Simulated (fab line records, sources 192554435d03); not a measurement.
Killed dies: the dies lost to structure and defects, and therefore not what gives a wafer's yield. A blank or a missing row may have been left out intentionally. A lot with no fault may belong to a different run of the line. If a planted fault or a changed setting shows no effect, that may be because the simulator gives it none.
Chamber matching	flow n5_finfet	rie_diel-06 running N5_DUMMY_REMOVAL_HM_STRIP_01: 4 sister chambers
The step strips SiNx in CH3F/O2, stops on poly-Si, target depth 4 nm, time 6.8 s. 18 wafers are shown with their chamber, then 9 later ones without.

EACH WAFER AND ITS CHAMBER
wafer	chamber	showerhead_plenum_p_Torr (Torr)	throttle_valve_pct (%)	oes_product_au (a.u.)
L078.2	1	2.03	15.7	0.73
L078.4	0	1.94	16.1	0.78
L078.5	1	2.03	15.7	0.74
L080.1	2	2.00	16.7	0.59
L080.4	0	1.94	16.2	0.76
L080.6	3	2.12	16.3	0.71
L085.2	1	2.03	15.7	0.71
L085.4	2	2.00	16.7	0.59
L085.6	2	2.00	16.7	0.58
L089.3	1	2.03	15.8	0.71
L089.4	2	1.99	16.7	0.58
L089.5	3	2.12	16.3	0.70
L092.2	3	2.12	16.3	0.68
L092.5	3	2.12	16.3	0.68
L092.6	2	1.99	16.7	0.58
L093.1	3	2.12	16.3	0.68
L093.2	0	1.93	16.2	0.72
L093.3	2	1.99	16.7	0.57

SIGNATURES (averages over the wafers above)
reading	chamber 0	chamber 1	chamber 2	chamber 3	scatter within a chamber
showerhead_plenum_p_Torr	1.9367	2.0300	1.9950	2.1200	0.00393
throttle_valve_pct	16.167	15.725	16.700	16.300	0.0318
oes_product_au	0.7533	0.7225	0.5817	0.6900	0.0161
Rule: distance of a wafer from a chamber = root of the sum over the readings of ((wafer's reading minus chamber's mean) / reading's scatter) squared. The wafer belongs to the nearest chamber; if the next one is less than 2 further off, it can't be placed. How the scatter is found: for the shown wafers, subtract from each reading the mean of its chamber, square and add these, divide the total by (wafers less chambers), then take the root.

WAFERS WHOSE CHAMBER IS MISSING
wafer	showerhead_plenum_p_Torr (Torr)	throttle_valve_pct (%)	oes_product_au (a.u.)
L094.4	2.12	16.3	0.69
L094.5	1.99	16.7	0.58
L094.6	2.12	16.3	0.68
L095.2	1.93	16.2	0.72
L095.4	2.02	15.8	0.70
L095.5	1.99	16.7	0.58
L097.4	1.93	16.2	0.71
L097.5	2.11	16.3	0.67
L097.6	1.99	16.7	0.58

WHICH CHAMBER EACH ONE RAN IN
wafer	from the rows above	in truth
L094.4	3	3
L094.5	2	2
L094.6	3	3
L095.2	0	0
L095.4	1	1
L095.5	2	2
L097.4	0	0
L097.5	3	3
L097.6	2	2
Placed correctly: 9 of 9. From these rows, 0 cannot be placed. Placed wrongly: 0.
